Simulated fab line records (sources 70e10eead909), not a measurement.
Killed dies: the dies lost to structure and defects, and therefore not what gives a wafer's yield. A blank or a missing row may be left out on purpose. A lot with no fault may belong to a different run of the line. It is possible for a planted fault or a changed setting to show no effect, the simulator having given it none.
Problem report, 8D (eight disciplines) form, completed by code | flow nandHarc | the parts of the form that need people (team, actions taken, sign-off) are left out

## 1. WHAT WENT WRONG
Mean of rawDefectCount at NHARC_P_GATE_INSPECT_28: 1283.4 across 9 wafers in 3 lots; on wafers with no fault it is 6.4 (standard deviation 2.7). So: +99 or more standard deviations from the usual mean.
First observed at day 8 21:25: wafer L874.2, on defectInspect-01. Wafers with a number at this step in the record: 39, from 13 lots. Rule for "out" (also "out of limits"): further than 4 standard deviations from the usual mean. The rest of the wafers with a number are treated as sound.

## 2. WHAT IT IS; WHAT IT IS NOT
question                    | is                                 | is not
which readings at this step | rawDefectCount                     | -
which lots                  | L874, L875, L876                   | L858, L861, L863, L864, L866, L868, L873, L879, L880, L881
which wafers of those lots  | all that have a number             | -
read on which gauges        | defectInspect-01, defectInspect-02 | -
when                        | from day 8 21:25                   | up to then (21 sound wafers); but 9 sound wafers of L879, L880, L881 came after

## 3. THE SUSPECTS, EACH WITH WHAT RULES IT OUT
Counting: any tool at a process step up to the reading is kept as a suspect provided that every lot that is out went through it and no sound lot did after the first of them.
- the gauge at NHARC_P_GATE_INSPECT_28 is ruled out. The wafers that are out were read on 2 gauges (defectInspect-01, defectInspect-02).
- furnace-07 at NHARC_P_GATE_OXIDE_16 (material SiO2, target thk 3 nm, ox time 392 s): kept. It processed each lot that is out, first L874 at day 8 09:10, and no sound lot thereafter; up to then, the last sound lot it processed was L868 at day 6 19:08.
Left after counting: furnace-07 at NHARC_P_GATE_OXIDE_16.

## 4. THE CAUSE (what the simulator had put in)
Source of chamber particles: furnace-07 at NHARC_P_GATE_OXIDE_16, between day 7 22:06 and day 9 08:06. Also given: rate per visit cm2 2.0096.
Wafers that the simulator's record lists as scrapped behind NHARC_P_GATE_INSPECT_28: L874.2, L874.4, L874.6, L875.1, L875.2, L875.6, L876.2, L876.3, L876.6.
The count eliminated every tool but this one.

## 5. THE CHAIN OF EFFECTS, in route order
Each row: a reading whose mean over the struck wafers that have a number lies more than 3 standard deviations from the usual. Only readings for which the record gives a usual standard deviation are gone through. hours: the time from each lot's start at the first step in this table that gives one to its start at this step, as a median over the lots. sigmas: the change in usual standard deviations.
hours | step                    | reading        | usual | on struck wafers | change  | sigmas
0     | NHARC_P_GATE_INSPECT_28 | rawDefectCount | 6.4   | 1283.4           | +1277.0 | +99 or more

## 6. HOW IT WOULD HAVE BEEN CAUGHT EARLIER
23 hours passed between the start of the fault at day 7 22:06 and the first reading out of limits at a measuring or inspecting step in this record, taken at day 8 21:25.
By day 8 21:25 the whole set of lots that are out, 3 in number, had already begun NHARC_P_GATE_OXIDE_16 on furnace-07. Tool hold at that time: it would have spared none of them.
